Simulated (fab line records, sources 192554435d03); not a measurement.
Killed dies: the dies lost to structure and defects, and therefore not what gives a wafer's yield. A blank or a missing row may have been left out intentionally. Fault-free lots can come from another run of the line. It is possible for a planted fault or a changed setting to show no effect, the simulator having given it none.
Matching of chambers :: flow n5 finfet :: 3 sister chambers for N5_SDB_HM_DEP_00 on pecvd-04
The step deposits SiNx from SiH4/NH3/N2, target thk 40 nm, time 35.3 s. 6 wafers are shown with their chamber, then 8 later ones without.

WAFERS, EACH WITH ITS CHAMBER
wafer: L086.1
chamber: 0
throttle valve pct (%): 41.0
showerhead plenum p Torr (Torr): 5.25

wafer: L086.4
chamber: 2
throttle valve pct (%): 37.9
showerhead plenum p Torr (Torr): 5.21

wafer: L088.2
chamber: 0
throttle valve pct (%): 41.2
showerhead plenum p Torr (Torr): 5.26

wafer: L088.3
chamber: 1
throttle valve pct (%): 40.9
showerhead plenum p Torr (Torr): 5.11

wafer: L088.5
chamber: 2
throttle valve pct (%): 37.8
showerhead plenum p Torr (Torr): 5.21

wafer: L089.1
chamber: 1
throttle valve pct (%): 40.9
showerhead plenum p Torr (Torr): 5.12

WAFERS WITH NO CHAMBER GIVEN
wafer: L089.3
throttle valve pct (%): 41.3
showerhead plenum p Torr (Torr): 5.25

wafer: L089.4
throttle valve pct (%): 41.2
showerhead plenum p Torr (Torr): 5.26

wafer: L092.4
throttle valve pct (%): 38.2
showerhead plenum p Torr (Torr): 5.21

wafer: L092.5
throttle valve pct (%): 41.2
showerhead plenum p Torr (Torr): 5.10

wafer: L092.6
throttle valve pct (%): 41.1
showerhead plenum p Torr (Torr): 5.25

wafer: L095.1
throttle valve pct (%): 41.4
showerhead plenum p Torr (Torr): 5.26

wafer: L095.3
throttle valve pct (%): 41.3
showerhead plenum p Torr (Torr): 5.11

wafer: L095.5
throttle valve pct (%): 38.1
showerhead plenum p Torr (Torr): 5.22

THE CHAMBER EACH PASSED THROUGH
wafer: L089.3
from the rows above: 0
in truth: 0

wafer: L089.4
from the rows above: 0
in truth: 0

wafer: L092.4
from the rows above: 2
in truth: 2

wafer: L092.5
from the rows above: 1
in truth: 1

wafer: L092.6
from the rows above: 0
in truth: 0

wafer: L095.1
from the rows above: 0
in truth: 0

wafer: L095.3
from the rows above: 1
in truth: 1

wafer: L095.5
from the rows above: 2
in truth: 2
Correctly placed: 8 of 8. Can't be placed from these rows: 0. Number placed wrongly: 0.
How it was worked out, from the rows above alone: a wafer's distance from a chamber is the root of the sum, over the readings, of the square of ((its reading less the chamber's mean) divided by the reading's scatter). If the next closest chamber is less than 2 further off than the closest, the wafer can't be placed; otherwise it belongs to the closest. Each chamber's mean is taken over the wafers shown for it. The scatter is the square root of a quotient: the sum, over the shown wafers, of each reading's squared deviation from its chamber's mean, divided by wafers minus chambers.
